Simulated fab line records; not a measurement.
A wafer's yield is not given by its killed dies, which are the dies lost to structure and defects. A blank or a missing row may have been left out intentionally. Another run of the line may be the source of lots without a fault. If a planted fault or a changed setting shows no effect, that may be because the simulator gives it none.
Split-lot study || flow n5 finfet || on a route of 1938 steps: 7 lots, 21 wafers read

## THE SPLIT
At N5_BEOL_M9_TRENCH_ETCH_37 (etches SiCOH lowk in C4F6/O2, target depth 151.43 nm, time 49 s), the setting bias w was moved away from the recipe's 185 W on 9 of the 21 wafers read, by -10.2% to +16.8%. For the rest of the wafers, this setting stayed at what the recipe calls for.

Reading taken at the split's own step.

## THE READING
rf vpp V, in V, at N5_BEOL_M9_TRENCH_ETCH_37 (etches SiCOH lowk in C4F6/O2, target depth 151.43 nm, time 49 s). On this fab line, fault-free wafers typically give 668 V with a standard deviation of 5.4 V.

{"wafer": "L075.1", "tool, chamber at the split": "rie diel-04, 0", "bias w as run, W": 185, "against the recipe": "recipe", "rf vpp V, V": 667, "against lot-mates on the recipe": "-"}
{"wafer": "L075.2", "tool, chamber at the split": "rie diel-04, 2", "bias w as run, W": 185, "against the recipe": "recipe", "rf vpp V, V": 672, "against lot-mates on the recipe": "-"}
{"wafer": "L075.5", "tool, chamber at the split": "rie diel-04, 0", "bias w as run, W": 185, "against the recipe": "recipe", "rf vpp V, V": 667, "against lot-mates on the recipe": "-"}
{"wafer": "L074.2", "tool, chamber at the split": "rie diel-02, 2", "bias w as run, W": 166.2, "against the recipe": "-10.2%", "rf vpp V, V": 606, "against lot-mates on the recipe": -55}
{"wafer": "L074.4", "tool, chamber at the split": "rie diel-02, 1", "bias w as run, W": 166.2, "against the recipe": "-10.2%", "rf vpp V, V": 613, "against lot-mates on the recipe": -48}
{"wafer": "L074.5", "tool, chamber at the split": "rie diel-02, 2", "bias w as run, W": 185, "against the recipe": "recipe", "rf vpp V, V": 661, "against lot-mates on the recipe": "-"}
{"wafer": "L079.1", "tool, chamber at the split": "rie diel-02, 2", "bias w as run, W": 169.7, "against the recipe": "-8.3%", "rf vpp V, V": 618, "against lot-mates on the recipe": -47}
{"wafer": "L079.2", "tool, chamber at the split": "rie diel-02, 1", "bias w as run, W": 185, "against the recipe": "recipe", "rf vpp V, V": 669, "against lot-mates on the recipe": "-"}
{"wafer": "L079.4", "tool, chamber at the split": "rie diel-02, 2", "bias w as run, W": 185, "against the recipe": "recipe", "rf vpp V, V": 661, "against lot-mates on the recipe": "-"}
{"wafer": "L088.1", "tool, chamber at the split": "rie diel-06, 0", "bias w as run, W": 185, "against the recipe": "recipe", "rf vpp V, V": 672, "against lot-mates on the recipe": "-"}
{"wafer": "L088.2", "tool, chamber at the split": "rie diel-06, 1", "bias w as run, W": 176.2, "against the recipe": "-4.8%", "rf vpp V, V": 653, "against lot-mates on the recipe": -19}
{"wafer": "L088.6", "tool, chamber at the split": "rie diel-06, 3", "bias w as run, W": 176.2, "against the recipe": "-4.8%", "rf vpp V, V": 647, "against lot-mates on the recipe": -25}
{"wafer": "L091.1", "tool, chamber at the split": "rie diel-06, 3", "bias w as run, W": 185, "against the recipe": "recipe", "rf vpp V, V": 671, "against lot-mates on the recipe": "-"}
{"wafer": "L091.5", "tool, chamber at the split": "rie diel-06, 1", "bias w as run, W": 185, "against the recipe": "recipe", "rf vpp V, V": 677, "against lot-mates on the recipe": "-"}
{"wafer": "L091.6", "tool, chamber at the split": "rie diel-06, 0", "bias w as run, W": 198.7, "against the recipe": "+7.4%", "rf vpp V, V": 709, "against lot-mates on the recipe": "+35"}
{"wafer": "L093.2", "tool, chamber at the split": "rie diel-02, 0", "bias w as run, W": 216.1, "against the recipe": "+16.8%", "rf vpp V, V": 753, "against lot-mates on the recipe": "no lot-mate on the recipe"}
{"wafer": "L093.3", "tool, chamber at the split": "rie diel-02, 1", "bias w as run, W": 216.1, "against the recipe": "+16.8%", "rf vpp V, V": 755, "against lot-mates on the recipe": "no lot-mate on the recipe"}
{"wafer": "L093.5", "tool, chamber at the split": "rie diel-02, 0", "bias w as run, W": 216.1, "against the recipe": "+16.8%", "rf vpp V, V": 751, "against lot-mates on the recipe": "no lot-mate on the recipe"}
{"wafer": "L094.1", "tool, chamber at the split": "rie diel-04, 3", "bias w as run, W": 185, "against the recipe": "recipe", "rf vpp V, V": 658, "against lot-mates on the recipe": "-"}
{"wafer": "L094.2", "tool, chamber at the split": "rie diel-04, 0", "bias w as run, W": 185, "against the recipe": "recipe", "rf vpp V, V": 666, "against lot-mates on the recipe": "-"}
{"wafer": "L094.5", "tool, chamber at the split": "rie diel-04, 0", "bias w as run, W": 185, "against the recipe": "recipe", "rf vpp V, V": 666, "against lot-mates on the recipe": "-"}

FIT RESULTS
A straight line over all 21 wafers: rf vpp V changes by +5.22 V for each +1% of bias w; r = +0.99; the points scatter about the line by 5.6 V.
The same after taking each lot's own level away (the mean of its wafers on the recipe; 18 wafers): +5.06 V for each +1%; r = +0.99; scatter 3.5 V.
Per that fit: largest bias w move, reading shift of 85 V.
The span of the lots' own levels, 661.0 to 674.0 V, comes to 2.4 times the standard deviation stated above.
Hence the lot-to-lot level has little effect on the slope; both slopes agree.
Check: for one of the wafers moved furthest among these (-10.2%), held out of the fit, the line's prediction against its lot-mates is -50.3 V. It came out at -55 V against them.
Tool readings at the split's step, against how far the setting was moved: rf vpp V r = +0.99.

## OTHER SPLITS ON THESE WAFERS
Note: prior to the reading, these wafers also went through further splits. Each is held against what the fit with the lots' levels taken away leaves over:
{"other split on the same wafers": "N5_BEOL_M7_EXPOSE_08 dose mj", "wafers away from the commonest value": 7, "r with rf vpp V (lot level and that fit taken away)": -0.26}
{"other split on the same wafers": "N5_BEOL_M7_DESCUM_33 time s", "wafers away from the commonest value": 7, "r with rf vpp V (lot level and that fit taken away)": "+0.05"}
{"other split on the same wafers": "N5_BEOL_M7_TRENCH_ETCH_37 source w", "wafers away from the commonest value": 6, "r with rf vpp V (lot level and that fit taken away)": -0.10}
{"other split on the same wafers": "N5_BEOL_M8_ETCH_61 bias w", "wafers away from the commonest value": 8, "r with rf vpp V (lot level and that fit taken away)": "+0.03"}
{"other split on the same wafers": "N5_BEOL_M9_ETCH_66 time s", "wafers away from the commonest value": 8, "r with rf vpp V (lot level and that fit taken away)": "+0.17"}

## THE FILE'S OWN FIT
rf vpp V changes by +5.09 V for each +1% of bias w, r = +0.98.
